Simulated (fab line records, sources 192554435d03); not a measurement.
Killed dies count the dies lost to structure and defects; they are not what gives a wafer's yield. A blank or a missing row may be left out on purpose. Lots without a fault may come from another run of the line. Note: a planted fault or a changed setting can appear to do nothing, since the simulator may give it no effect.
One fault seen from 3 desks :: flow n5-finfet :: every desk sees just its own numbers, and what lay behind them comes last

## TOOL OWNER'S DESK, wet-bench-03
The tool's own readings at N5_BEOL_M11_HM_STRIP_39 (strips TiN in peroxide tin strip, target depth 25 nm, time 158 s): means of the sampled wafers that have a number, for each lot that ran on this tool. If a lot's mean is further than 4 standard deviations from the usual mean, the lot is out of limits and carries the mark OUT (the distance appears in the brackets).
Columns: A = bath-heat-duty-pct at N5_BEOL_M11_HM_STRIP_39, usual 7.2 %; B = temp-c at N5_BEOL_M11_HM_STRIP_39, usual 49.99 C
lot: L542
first seen here: day 11 23:37
A: 8.0
B: 50.13

lot: L560
first seen here: day 16 06:47
A: 6.7
B: 50.08
Result from this desk: across the 2 lots, nothing is out of limits.

## THE DEFECT DESK
Inspection counts along the route, by lot: the mean over sampled wafers that carry a number. If a lot's mean is further than 4 standard deviations from the usual mean, the lot is out of limits and carries the mark OUT (the distance appears in the brackets).
Columns: A = raw-defect-count at N5_BEOL_M11_INSPECT_30, usual 377
lot: L539
first seen here: day 10 19:52
A: 323

lot: L542
first seen here: day 11 23:04
A: 370

lot: L555
first seen here: day 15 13:50
A: 290

lot: L560
first seen here: day 16 06:14
A: 297

lot: L559
first seen here: day 16 06:39
A: 589
Result from this desk: across the 5 lots, nothing is out of limits.

## FROM THE METROLOGY DESK
What the gauges read, lot by lot, whatever tool the lot ran on: means of the sampled wafers that have a number. If a lot's mean is further than 4 standard deviations from the usual mean, the lot is out of limits and carries the mark OUT (the distance appears in the brackets).
Columns: A = trench-depth-nm at N5_BEOL_M11_OCD_MEAS_38, usual 149.5 nm; B = cd-nm at N5_BEOL_M11_CD_MEAS_35, usual 70.0 nm; C = M11_THK at N5_BEOL_M11_THK_MEAS_53, usual 139.4 nm; D = M11_RS at N5_BEOL_M11_RS_MEAS_57, usual 0.1507 ohm/sq; E = M12_ILD_THK at N5_BEOL_M12_THK_MEAS_01, usual 660 nm
lot: L539
first seen here: day 10 20:43
A: 150.2
B: 70.1
C: 140.6
D: 0.1494
E: 655

lot: L542
first seen here: day 11 23:35
A: 148.4
B: 70.0
C: 139.6
D: 0.1517
E: 659

lot: L555
first seen here: day 15 14:23
A: 147.4
B: 69.5
C: 136.1
D: 0.1556
E: 658

lot: L560
first seen here: day 16 06:46
A: 148.5
B: 69.4
C: 138.1
D: 0.1515
E: 661

lot: L559
first seen here: day 16 07:17
A: 148.0
B: 69.9
C: 136.0
D: 0.1529
E: 664
Result from this desk: across the 5 lots, nothing is out of limits.

## TAKEN TOGETHER
Nothing out of limits was seen by the tool owner's desk.
Nothing out of limits was seen by the defect desk.
The metrology desk saw nothing out of limits.

## WHAT THE SIMULATOR PUT IN
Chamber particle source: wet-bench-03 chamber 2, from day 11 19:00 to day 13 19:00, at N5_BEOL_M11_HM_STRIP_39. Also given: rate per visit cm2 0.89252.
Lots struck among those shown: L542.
